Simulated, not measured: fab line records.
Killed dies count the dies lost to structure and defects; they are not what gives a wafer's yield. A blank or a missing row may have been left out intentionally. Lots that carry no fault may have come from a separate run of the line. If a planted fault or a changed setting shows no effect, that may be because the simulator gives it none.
Split-lot trial    flow n5_finfet    on a route of 1938 steps: 7 lots, 21 wafers read

THE SPLIT ITSELF
At N5_BEOL_M11_EXPOSE_25 (exposes mask V10), the setting dose_mj was moved away from the recipe's 85.5 on 5 of the 21 wafers read, by -7.1% to +5.0%. All remaining wafers had this setting at the recipe value.

FROM THE SPLIT TO THE READING: what the file shows between them, 2 steps
- N5_BEOL_M11_PEB_26: peb time 60 s
- N5_BEOL_M11_DEVELOP_27: develop time 30 s

THE READING
cd_nm at N5_BEOL_M11_CD_MEAS_28, given in nm (cd target 70 nm). On this fab line, fault-free wafers typically give 70.1 nm with a standard deviation of 1 nm.

wafer   tool, chamber at the split  dose_mj as run  against the recipe  cd_nm, nm  against lot-mates on the recipe
L076.1  arfi_scanner-03, 0          85.5            recipe              70.1       -
L076.2  arfi_scanner-03, 0          85.5            recipe              69.0       -
L076.5  arfi_scanner-03, 0          81.54           -4.6%               65.2       -4.3
L080.3  arfi_scanner-01, 0          85.5            recipe              69.1       -
L080.5  arfi_scanner-01, 0          85.5            recipe              70.7       -
L080.6  arfi_scanner-01, 0          88.55           +3.6%               72.6       +2.7
L088.2  arfi_scanner-02, 0          79.44           -7.1%               63.8       -6.8
L088.5  arfi_scanner-02, 0          79.44           -7.1%               63.4       -7.2
L088.6  arfi_scanner-02, 0          85.5            recipe              70.6       -
L089.2  arfi_scanner-01, 0          85.5            recipe              69.7       -
L089.5  arfi_scanner-01, 0          85.5            recipe              69.8       -
L089.6  arfi_scanner-01, 0          85.5            recipe              69.2       -
L092.1  arfi_scanner-01, 0          85.5            recipe              70.2       -
L092.3  arfi_scanner-01, 0          85.5            recipe              70.3       -
L092.4  arfi_scanner-01, 0          85.5            recipe              69.1       -
L095.1  arfi_scanner-02, 0          85.5            recipe              69.2       -
L095.4  arfi_scanner-02, 0          89.75           +5.0%               74.7       +5.6
L095.6  arfi_scanner-02, 0          85.5            recipe              68.9       -
L097.2  arfi_scanner-03, 0          85.5            recipe              71.5       -
L097.3  arfi_scanner-03, 0          85.5            recipe              71.8       -
L097.6  arfi_scanner-03, 0          85.5            recipe              71.0       -

THE FIT
A straight line over all 21 wafers: cd_nm changes by +0.911 nm for each +1% of dose_mj; r = +0.95; the points scatter about the line by 0.85 nm.
The same after taking each lot's own level away (the mean of its wafers on the recipe; 21 wafers): +0.986 nm for each +1%; r = +0.98; scatter 0.5 nm.
The reading moves by 7 nm for the largest change in dose_mj, on that fit.
Measured against the standard deviation above, the lots' own levels, which go from 69.05 to 71.43 nm, span 2.4 times it.
The two slopes agree, so the slope changes little with the lot-to-lot level.
Check: with one of the wafers moved furthest among these (-7.1%) left out of the fit, the line predicts -7.07 nm for it against its lot-mates. It came out at -6.8 nm against them.

OTHER SPLITS ON THESE WAFERS
Before the reading, these wafers also passed through other splits. Each is held against what the fit with the lots' levels taken away leaves over:
other split on the same wafers  wafers away from the commonest value  r with cd_nm (lot level and that fit taken away)
N5_BEOL_M10_COAT_60 spin_rpm    4                                     +0.06
N5_BEOL_M10_COAT_05 spin_rpm    8                                     +0.19
N5_BEOL_M11_ILD_DEP_00 time_s   8                                     -0.16

THE FILE'S OWN FIT
cd_nm changes by +0.983 nm for each +1% of dose_mj, r = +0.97.
